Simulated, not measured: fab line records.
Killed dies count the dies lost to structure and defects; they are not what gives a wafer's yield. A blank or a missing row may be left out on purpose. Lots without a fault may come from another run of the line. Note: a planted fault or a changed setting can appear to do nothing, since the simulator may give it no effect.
Chamber matching | flow n5_finfet | N5_BEOL_M11_CURE_72 on uv_cure-03 has 3 sister chambers
The step cures SiCOH lowk, time 120 s. 18 wafers are shown with their chamber, then 9 later ones without.

## WAFERS PAIRED WITH THEIR CHAMBERS
wafer  | chamber | wafer_temp_C_max | lamp_power_pct (%)
L080.2 | 0       | 371.6            | 52.21
L080.3 | 0       | 371.8            | 52.36
L080.5 | 0       | 371.3            | 52.32
L079.2 | 1       | 372.1            | 52.34
L079.3 | 1       | 372.1            | 52.23
L079.4 | 1       | 372.0            | 52.33
L089.2 | 2       | 371.6            | 52.33
L089.4 | 2       | 371.0            | 52.32
L089.6 | 2       | 371.6            | 52.26
L088.3 | 0       | 371.4            | 52.37
L088.5 | 0       | 371.2            | 52.22
L088.6 | 0       | 371.7            | 52.33
L091.1 | 1       | 371.2            | 52.31
L091.2 | 1       | 371.6            | 52.34
L091.4 | 1       | 371.4            | 52.25
L090.2 | 1       | 372.0            | 52.26
L090.4 | 1       | 371.5            | 52.30
L090.5 | 1       | 371.5            | 52.29

SIGNATURES (averages over the wafers above)
reading          | chamber 0 | chamber 1 | chamber 2 | scatter within a chamber
wafer_temp_C_max | 371.500   | 371.711   | 371.400   | 0.311
lamp_power_pct   | 52.3017   | 52.2944   | 52.3033   | 0.0518
Rule: a wafer lies at a distance from a chamber equal to the root of the sum of squares, over the readings, of (its reading less the chamber's mean, divided by the reading's scatter). The wafer belongs to the nearest chamber; if the next one is less than 2 further off, it can't be placed. The scatter is the square root of a quotient: the sum, over the shown wafers, of each reading's squared deviation from its chamber's mean, divided by wafers minus chambers.

## WAFERS MISSING THEIR CHAMBER
wafer  | wafer_temp_C_max | lamp_power_pct (%)
L094.2 | 371.4            | 52.30
L094.3 | 372.4            | 52.23
L094.4 | 371.9            | 52.23
L096.2 | 372.1            | 52.22
L096.3 | 373.1            | 52.38
L096.4 | 372.4            | 52.28
L095.2 | 372.0            | 52.27
L095.3 | 371.9            | 52.36
L095.5 | 372.4            | 52.33

## EACH ONE'S CHAMBER
wafer  | from the rows above          | in truth
L094.2 | can't be placed: 2 or 0 or 1 | 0
L094.3 | can't be placed: 1 or 0 or 2 | 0
L094.4 | can't be placed: 1 or 0 or 2 | 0
L096.2 | can't be placed: 1 or 0 or 2 | 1
L096.3 | can't be placed: 1 or 0 or 2 | 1
L096.4 | can't be placed: 1 or 0 or 2 | 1
L095.2 | can't be placed: 1 or 0 or 2 | 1
L095.3 | can't be placed: 1 or 0 or 2 | 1
L095.5 | can't be placed: 1 or 0 or 2 | 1
Placed correctly: 0 of 9. Not placeable from these rows: 9 (in 9, the candidates include the true chamber). Number placed wrongly: 0.
